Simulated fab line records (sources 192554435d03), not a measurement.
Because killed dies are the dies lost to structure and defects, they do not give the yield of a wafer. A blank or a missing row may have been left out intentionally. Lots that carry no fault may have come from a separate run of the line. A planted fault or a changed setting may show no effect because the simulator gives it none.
Split-lot study + flow n5Finfet + on a route of 1938 steps: 7 lots, 39 wafers read

## ON THE SPLIT
At N5_MOL_CONTACT_COAG_ALD_27 (deposits SiOC, target thk 17 nm, pulse time 1.5 s, time 2720 s), the setting aldCycles was moved away from the recipe's 340 on 12 of the 39 wafers read, by +28.5% to +58.8%. All remaining wafers had this setting at the recipe value.

The reading is taken at the split's own step.

## THE READING
SiOC_of_MOL_CONTACT_COAG_ALD_27.thkNm (the simulator's own value, which no gauge read), in nm, at N5_MOL_CONTACT_COAG_ALD_27 (deposits SiOC, target thk 17 nm, pulse time 1.5 s, time 2720 s). The file gives no usual value for it. Here, 27 wafers ran the recipe; their average is 17.0 nm with a standard deviation of 0.052 nm.

| wafer  | tool, chamber at the split | aldCycles as run | against the recipe | SiOC_of_MOL_CONTACT_COAG_ALD_27.thkNm, nm | against lot-mates on the recipe |
|--------|----------------------------|------------------|--------------------|-------------------------------------------|---------------------------------|
| L079.2 | aldSin-04, 3,0,1           | 340              | recipe             | 17                                        | -                               |
| L079.3 | aldSin-04, 3,0,1           | 340              | recipe             | 17                                        | -                               |
| L079.6 | aldSin-04, 3,0,1           | 340              | recipe             | 17                                        | -                               |
| L080.1 | aldSin-03, 2,1,3           | 450              | +32.4%             | 22.4                                      | +5.4                            |
| L080.2 | aldSin-03, 2,1,3           | 450              | +32.4%             | 22.4                                      | +5.4                            |
| L080.3 | aldSin-03, 2,1,3           | 450              | +32.4%             | 22.4                                      | +5.4                            |
| L080.4 | aldSin-03, 0,0,3           | 340              | recipe             | 17                                        | -                               |
| L080.5 | aldSin-03, 0,0,3           | 340              | recipe             | 17                                        | -                               |
| L080.6 | aldSin-03, 0,0,3           | 340              | recipe             | 17                                        | -                               |
| L082.1 | aldSin-02, 1,0,3           | 540              | +58.8%             | 27                                        | +10.0                           |
| L082.5 | aldSin-02, 1,0,3           | 540              | +58.8%             | 27                                        | +10.0                           |
| L082.6 | aldSin-02, 1,0,3           | 540              | +58.8%             | 27                                        | +10.0                           |
| L082.2 | aldSin-02, 2,0,3           | 340              | recipe             | 17                                        | -                               |
| L082.3 | aldSin-02, 2,0,3           | 340              | recipe             | 17                                        | -                               |
| L082.4 | aldSin-02, 2,0,3           | 340              | recipe             | 17                                        | -                               |
| L083.1 | aldSin-02, 3,2,1           | 340              | recipe             | 17                                        | -                               |
| L083.5 | aldSin-02, 3,2,1           | 340              | recipe             | 17                                        | -                               |
| L083.6 | aldSin-02, 3,2,1           | 340              | recipe             | 17                                        | -                               |
| L083.2 | aldSin-02, 2,0,1           | 437              | +28.5%             | 22                                        | +5.0                            |
| L083.3 | aldSin-02, 2,0,1           | 437              | +28.5%             | 22                                        | +5.0                            |
| L083.4 | aldSin-02, 2,0,1           | 437              | +28.5%             | 22                                        | +5.0                            |
| L084.1 | aldSin-03, 3,0,1,2,2,3     | 340              | recipe             | 17                                        | -                               |
| L084.2 | aldSin-03, 3,0,1,2,2,3     | 340              | recipe             | 17                                        | -                               |
| L084.3 | aldSin-03, 3,0,1,2,2,3     | 340              | recipe             | 17                                        | -                               |
| L084.4 | aldSin-03, 3,0,1,2,2,3     | 340              | recipe             | 17                                        | -                               |
| L084.5 | aldSin-03, 3,0,1,2,2,3     | 340              | recipe             | 17                                        | -                               |
| L084.6 | aldSin-03, 3,0,1,2,2,3     | 340              | recipe             | 17                                        | -                               |
| L094.1 | aldSin-04, 1,2,3,0,1,0     | 340              | recipe             | 17                                        | -                               |
| L094.2 | aldSin-04, 1,2,3,0,1,0     | 340              | recipe             | 17                                        | -                               |
| L094.3 | aldSin-04, 1,2,3,0,1,0     | 340              | recipe             | 17                                        | -                               |
| L094.4 | aldSin-04, 1,2,3,0,1,0     | 340              | recipe             | 17                                        | -                               |
| L094.5 | aldSin-04, 1,2,3,0,1,0     | 340              | recipe             | 17                                        | -                               |
| L094.6 | aldSin-04, 1,2,3,0,1,0     | 340              | recipe             | 17                                        | -                               |
| L096.1 | aldSin-04, 1,2             | 340              | recipe             | 16.8                                      | -                               |
| L096.2 | aldSin-04, 1,2             | 340              | recipe             | 16.8                                      | -                               |
| L096.3 | aldSin-04, 3,0             | 528              | +55.3%             | 26.4                                      | +9.5                            |
| L096.6 | aldSin-04, 3,0             | 528              | +55.3%             | 26.4                                      | +9.5                            |
| L096.4 | aldSin-04, 0               | 340              | recipe             | 17                                        | -                               |
| L096.5 | aldSin-04, 3               | 528              | +55.3%             | 26.2                                      | +9.3                            |
The file does not say which wafer passed through which chamber wherever a row lists several chambers: such a row stands for several wafers.

FIT RESULTS
A straight line over all 39 wafers: SiOC_of_MOL_CONTACT_COAG_ALD_27.thkNm changes by +0.17 nm for each +1% of aldCycles; r = +1.00; the points scatter about the line by 0.076 nm.
The same after taking each lot's own level away (the mean of its wafers on the recipe; 39 wafers): +0.171 nm for each +1%; r = +1.00; scatter 0.065 nm.
That fit puts the effect of the largest move of aldCycles on the reading at 10 nm.
Measured against the standard deviation above, the lots' own levels, which go from 16.87 to 17.00 nm, span 2.5 times it.
The two slopes are in agreement: the lot-to-lot level therefore moves the slope only a little.
Check: +10 nm against its lot-mates is what the line predicts for one of the wafers moved furthest among these (+58.8%) when that wafer is left out of the fit. Against them it came out at +10 nm.

## OTHER SPLITS APPLIED TO THESE WAFERS
Before the reading, these wafers also passed through other splits. Each is held against what the fit with the lots' levels taken away leaves over:
| other split on the same wafers        | wafers away from the commonest value | r with SiOC_of_MOL_CONTACT_COAG_ALD_27.thkNm (lot level and that fit taken away) |
|---------------------------------------|--------------------------------------|----------------------------------------------------------------------------------|
| N5_ZERO_LAYER_DEVELOP_10 developTimeS | 15                                   | +0.24                                                                            |
| N5_FIN_SAQP_PECVD_48 timeS            | 12                                   | +0.08                                                                            |
| N5_SD_EPI_N_ETCH_45 targetDepthA      | 15                                   | +0.29                                                                            |
| N5_SDB_HM_DEP_00 targetThkA           | 18                                   | -0.04                                                                            |

## FILE'S OWN FIT
SiOC_of_MOL_CONTACT_COAG_ALD_27.thkNm changes by +0.171 nm for each +1% of aldCycles, r = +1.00.
